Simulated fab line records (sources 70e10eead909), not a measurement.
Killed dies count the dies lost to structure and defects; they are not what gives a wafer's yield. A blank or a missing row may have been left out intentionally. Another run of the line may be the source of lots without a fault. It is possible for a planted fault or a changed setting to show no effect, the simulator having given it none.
A struck lot beside a sound one -- flow nand harc -- 14 out of 1302 route steps
Sound: the wafers L255.4, L255.5, L255.6. Wafers L245.2, L245.3, L245.5 were the ones struck. The cause comes at the end.
Each step with rows lists, per side, the tool, then ch with its chambers, then its first start. Under that, the readings that differ: sound wafers -- struck wafers -- difference of the means -- sigmas: that difference in standard deviations of wafers without a fault.
alike: same words and numbers on both sides, and readings whose means sit less than 2 such deviations apart. not compared: any withheld reading, any reading some wafer has no value for, any bound like >300 that may hide the same value, and any number with overlapping values for which the record gives no deviation.
The two part at a step that has a row with sigmas, a row that says differs or no value, or rows on one side only. Numbers that don't overlap but have no deviation are shown without sigmas and don't part them. Lack of a reading on every wafer of one side parts them only where that side has two or more wafers.

NHARC_THIN_TSV_GRIND_00:
  sound on grinder-01 ch 0, day 32 14:24; struck on grinder-01 ch 0, day 28 14:59
  alike: motor current A
NHARC_THIN_TSV_CMP_01: polishes.
  sound on cmp-01 ch 0,2,3, day 32 15:05; struck on cmp-02 ch 1,2,3, day 28 16:01
  alike: motor current A, slurry filter dp kPa
  not compared: pad life wafers
NHARC_THIN_TSV_THK_MEAS_02: measures by ir.
  sound: film metro-02 at day 32 15:17; struck: film metro-01 at day 28 16:17
  alike: thk nm
then, 3 steps without rows for these wafers: NHARC_THIN_TSV_SRD_03; NHARC_THIN_TSV_PRECLEAN_41 (cleans in SC1); NHARC_THIN_TSV_SRD_42.
NHARC_THIN_TSV_DEP_43: deposits SiO2, target thk 1328.5 nm.
  sound on pecvd-01 ch 0,1,2, day 32 15:38; struck on pecvd-02 ch 0,2, day 28 16:29
  alike: showerhead vpp V, throttle valve pct
then, 5 steps without rows for these wafers: NHARC_THIN_TSV_DEHYDRATE_04 (time 120 s); NHARC_THIN_TSV_HMDS_05 (time 30 s); NHARC_THIN_TSV_COAT_06; NHARC_THIN_TSV_SOFTBAKE_07 (time 95 s); NHARC_THIN_TSV_EBR_08.
NHARC_THIN_TSV_EXPOSE_09: exposes mask TSV.
  struck on krf scanner-01, day 28 17:10; sound on krf scanner-03 ch 0, day 32 16:12
  no value came back on the struck wafers for exposure dose mJ cm2, focus offset nm (nm), stage vel mm s (mm/s); on the sound wafers exposure dose mJ cm2 reads 30.63 30.65 30.66
  alike: mask
then, 1 step without rows for these wafers: NHARC_THIN_TSV_PEB_10 (peb time 85 s).

== WHERE THEY PART ==
At NHARC_THIN_TSV_EXPOSE_09 and nowhere else, as far as this record goes.

WHY: what the simulator had put in
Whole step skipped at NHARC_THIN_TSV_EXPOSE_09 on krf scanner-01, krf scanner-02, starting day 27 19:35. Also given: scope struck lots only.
